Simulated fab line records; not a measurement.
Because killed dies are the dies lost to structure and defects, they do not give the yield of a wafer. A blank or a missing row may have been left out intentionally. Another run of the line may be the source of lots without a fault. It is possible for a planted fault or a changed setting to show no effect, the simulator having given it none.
Lot-split experiment ; flow n5-finfet ; on a route of 1938 steps: 7 lots, 39 wafers read

## SPLIT DETAILS
At N5_DUMMY_GATE_DESCUM_20 (chemistry O2, time 6.2 s), the setting time-s was moved away from the recipe's 6.2 s on 12 of the 39 wafers read, by -59.5% to +52.8%. For the rest of the wafers, this setting stayed at what the recipe calls for.

## FROM SPLIT TO READING: 1 step shown by the file between the two
- N5_DUMMY_GATE_ETCH_29: etches underlayer in N2/H2, target depth 13 nm

## THE READING
CAR-EUV_of_DUMMY_GATE_COAT_09.thk-nm (the simulator's own value, which no gauge read), in nm, at N5_DUMMY_GATE_ETCH_36 (etches SiARC in CF4, target depth 13 nm). There is no usual value for it anywhere in the file. Here, 27 wafers ran the recipe; their average is 11.3 nm with a standard deviation of 0.36 nm.

wafer;tool, chamber at the split;time-s as run, s;against the recipe;CAR-EUV_of_DUMMY_GATE_COAT_09.thk-nm, nm;against lot-mates on the recipe
L086.1;rie-diel-04, 2,0,3;6.2;recipe;11.4;-
L086.3;rie-diel-04, 2,0,3;6.2;recipe;11.4;-
L086.2;rie-diel-04, 2,0,3;6.2;recipe;11.8;-
L086.4;rie-diel-04, 1,1,0;9.188;+48.2%;10.6;-0.9
L086.5;rie-diel-04, 1,1,0;9.188;+48.2%;10.6;-0.9
L086.6;rie-diel-04, 1,1,0;9.188;+48.2%;10.4;-1.1
L087.2;rie-diel-05, 0,3,3;6.2;recipe;11.4;-
L087.6;rie-diel-05, 0,3,3;6.2;recipe;11.4;-
L087.4;rie-diel-05, 0,3,3;6.2;recipe;11.2;-
L090.1;rie-diel-02, 0,2;2.514;-59.5%;13.4;+2.4
L090.2;rie-diel-02, 3,2;6.2;recipe;10.8;-
L090.4;rie-diel-02, 3;6.2;recipe;10.8;-
L090.3;rie-diel-02, 0,2;2.514;-59.5%;13.2;+2.2
L090.5;rie-diel-02, 0;2.514;-59.5%;13.2;+2.2
L090.6;rie-diel-02, 3,2;6.2;recipe;11.4;-
L094.1;rie-diel-02, 0,1,2,3,0,3;6.2;recipe;11.2;-
L094.3;rie-diel-02, 0,1,2,3,0,3;6.2;recipe;11.2;-
L094.2;rie-diel-02, 0,1,2,3,0,3;6.2;recipe;10.8;-
L094.4;rie-diel-02, 0,1,2,3,0,3;6.2;recipe;10.6;-
L094.6;rie-diel-02, 0,1,2,3,0,3;6.2;recipe;10.6;-
L094.5;rie-diel-02, 0,1,2,3,0,3;6.2;recipe;11.4;-
L095.1;rie-diel-04, 0,3;6.2;recipe;11;-
L095.5;rie-diel-04, 0;6.2;recipe;11;-
L095.2;rie-diel-04, 1,2,3;9.471;+52.8%;10.2;-0.9
L095.3;rie-diel-04, 1,2,3;9.471;+52.8%;9.4;-1.7
L095.4;rie-diel-04, 1,2,3;9.471;+52.8%;9.6;-1.5
L095.6;rie-diel-04, 0,3;6.2;recipe;11.4;-
L096.1;rie-diel-05, 2,0,3,1,2;6.2;recipe;11.2;-
L096.2;rie-diel-05, 2,0,3,1,2;6.2;recipe;11.2;-
L096.3;rie-diel-05, 2,0,3,1,2;6.2;recipe;11.2;-
L096.6;rie-diel-05, 2,0,3,1,2;6.2;recipe;11.2;-
L096.4;rie-diel-05, 2,0,3,1,2;6.2;recipe;12;-
L096.5;rie-diel-05, 1;6.2;recipe;12;-
L097.1;rie-diel-04, 2,3;6.2;recipe;11;-
L097.2;rie-diel-04, 1,0,2;5.006;-19.3%;12.4;+1.0
L097.3;rie-diel-04, 1,0,2;5.006;-19.3%;11.6;+0.2
L097.5;rie-diel-04, 1,0,2;5.006;-19.3%;11.6;+0.2
L097.4;rie-diel-04, 2,3;6.2;recipe;11.4;-
L097.6;rie-diel-04, 1;6.2;recipe;11.8;-
The file does not say which wafer passed through which chamber wherever a row lists several chambers: such a row stands for several wafers.

THE FIT
A straight line over all 39 wafers: CAR-EUV_of_DUMMY_GATE_COAT_09.thk-nm changes by -0.0275 nm for each +1% of time-s; r = -0.88; the points scatter about the line by 0.39 nm.
The same after taking each lot's own level away (the mean of its wafers on the recipe; 39 wafers): -0.0297 nm for each +1%; r = -0.92; scatter 0.34 nm.
The reading moves by 1.8 nm for the largest change in time-s, on that fit.
Measured against the standard deviation above, the lots' own levels, which go from 10.97 to 11.53 nm, span 1.6 times it.
Consequently the slope shifts little with the lot-to-lot level, the two slopes agreeing.
Check: for one of the wafers moved furthest among these (-59.5%), held out of the fit, the line's prediction against its lot-mates is +1.73 nm. Against them it came out at +2.4 nm.

## ADDITIONAL SPLITS CARRIED BY THESE WAFERS
Before the reading, these wafers also passed through other splits. Each is held against what the fit with the lots' levels taken away leaves over:
other split on the same wafers;wafers away from the commonest value;r with CAR-EUV_of_DUMMY_GATE_COAT_09.thk-nm (lot level and that fit taken away)
N5_FIN_SAQP_SPACER1_ALD_24 ald-cycles;9;+0.22

## THE WHOLE CHAIN: every reading that the file lists as answering this split, in the file's order
step;what it does;reading;change (the file's fit);r (the file's)
N5_DUMMY_GATE_DESCUM_20;chemistry O2, time 6.2 s;CAR-EUV_of_DUMMY_GATE_COAT_09.thk-nm (the simulator's own value, which no gauge read);-0.0303 nm for each +1% of the setting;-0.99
N5_DUMMY_GATE_ETCH_36;etches SiARC in CF4, target depth 13 nm;CAR-EUV_of_DUMMY_GATE_COAT_09.thk-nm (the simulator's own value, which no gauge read);-0.0295 nm for each +1% of the setting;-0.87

## FILE'S OWN FIT
CAR-EUV_of_DUMMY_GATE_COAT_09.thk-nm changes by -0.0295 nm for each +1% of time-s, r = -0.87.
